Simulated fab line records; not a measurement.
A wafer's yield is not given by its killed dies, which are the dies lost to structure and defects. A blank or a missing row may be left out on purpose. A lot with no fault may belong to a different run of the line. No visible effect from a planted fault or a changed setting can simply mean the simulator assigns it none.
A struck lot beside a sound one | flow nand harc | 13 out of 1159 route steps
Sound: wafers L181.2, L181.4, L181.5. Wafers L186.3, L186.4, L186.5 were the ones struck. The cause is given at the end.
At each step with rows: each side's tool, then ch and its chambers, then its first start. Under that, the readings that differ: sound wafers | struck wafers | difference of the means | sigmas: that difference in standard deviations of wafers without a fault.
alike: words and numbers the same on both sides, and readings whose means are apart by under 2 such deviations; not compared: readings that were withheld, readings missing a value for some wafer, numbers with overlapping values and no deviation given by the record, and bounds like >300 which may hide the same value.
A row with sigmas, a row that says differs or no value, or rows on one side alone: a step with any of these is where the two part. When numbers do not overlap yet have no deviation, they are printed without sigmas and do not part them. Lack of a reading on every wafer of one side parts them only where that side has two or more wafers.

NHARC_A_STAIRCASE_TRIM_224: chemistry O2, time 211.2 s.
  sound: rie diel-11 ch 0,1,3; struck: rie diel-11 ch 0,2,3
  alike: drypump motor current A, oes product au, rf vpp V, showerhead plenum p Torr, throttle valve pct
  not compared: rf hours counter h
then, 1 step without rows for these wafers: NHARC_A_STAIRCASE_ETCH_225 (etches the open film in C4F8/O2, target depth 100 nm, time 40.5 s).
NHARC_A_STAIRCASE_TRIM_226: chemistry O2, time 211.2 s.
  sound: rie diel-11 ch 0,2,3; struck: rie diel-11 ch 1,3
  alike: drypump motor current A, oes product au, rf vpp V, showerhead plenum p Torr, throttle valve pct
  not compared: rf hours counter h
then, 2 steps without rows for these wafers: NHARC_A_STAIRCASE_ETCH_227 (etches the open film in C4F8/O2, target depth 100 nm, time 40.5 s); NHARC_A_STAIRCASE_TRIM_229 (chemistry O2, time 211.2 s).
NHARC_A_STAIRCASE_ETCH_230: etches the open film in C4F8/O2, target depth 100 nm, time 40.5 s.
  sound: rie diel-13 ch 1,2,3; struck: rie diel-11 ch 2,3
  alike: oes product au, rf vpp V
  not compared: rf hours counter h
NHARC_A_STAIRCASE_TRIM_231: chemistry O2, time 211.2 s.
  sound: rie diel-13 ch 0,2,3; struck: rie diel-11 ch 1,2
  reading               | sound             | struck            | difference | sigmas
  oes product au (a.u.) | 1.001 1.024 1.035 | 0.980 0.986 0.974 | -0.040     | -3
  alike: drypump motor current A, rf vpp V, showerhead plenum p Torr, throttle valve pct
  not compared: rf hours counter h
then, 1 step without rows for these wafers: NHARC_A_STAIRCASE_ETCH_232 (etches the open film in C4F8/O2, target depth 100 nm, time 40.5 s).
NHARC_A_STAIRCASE_TRIM_233: chemistry O2, time 211.2 s.
  sound: rie diel-13 ch 0,1; struck: rie diel-11 ch 1,2,3
  alike: drypump motor current A, oes product au, rf vpp V, showerhead plenum p Torr, throttle valve pct
  not compared: rf hours counter h
then, 2 steps without rows for these wafers: NHARC_A_STAIRCASE_ETCH_234 (etches the open film in C4F8/O2, target depth 100 nm, time 40.5 s); NHARC_A_STAIRCASE_TRIM_235 (chemistry O2, time 211.2 s).
NHARC_A_STAIRCASE_ETCH_236: etches the open film in C4F8/O2, target depth 100 nm, time 40.5 s.
  sound on rie diel-13 ch 1,2, day 14 14:18; struck on rie diel-11 ch 0,3, day 15 15:53
  reading               | sound             | struck            | difference | sigmas
  oes product au (a.u.) | 0.952 0.932 0.932 | 0.765 0.763 0.770 | -0.173     | -12
  alike: rf vpp V
  not compared: rf hours counter h
-- jump in the record: it breaks off in module A_STAIRCASE and resumes in module END (first step shown: number 1159 of the route), and 8 days separate the struck wafers' starts before and after --
NHARC_END_SORT_01:
  here the record holds rows for the struck wafers (prober-01 ch 0, day 23 17:32) but none for the sound ones

## WHERE THEY PART
At NHARC_A_STAIRCASE_TRIM_231 first; at NHARC_END_SORT_01 last (within this record only).

WHY: whatever the simulator had introduced
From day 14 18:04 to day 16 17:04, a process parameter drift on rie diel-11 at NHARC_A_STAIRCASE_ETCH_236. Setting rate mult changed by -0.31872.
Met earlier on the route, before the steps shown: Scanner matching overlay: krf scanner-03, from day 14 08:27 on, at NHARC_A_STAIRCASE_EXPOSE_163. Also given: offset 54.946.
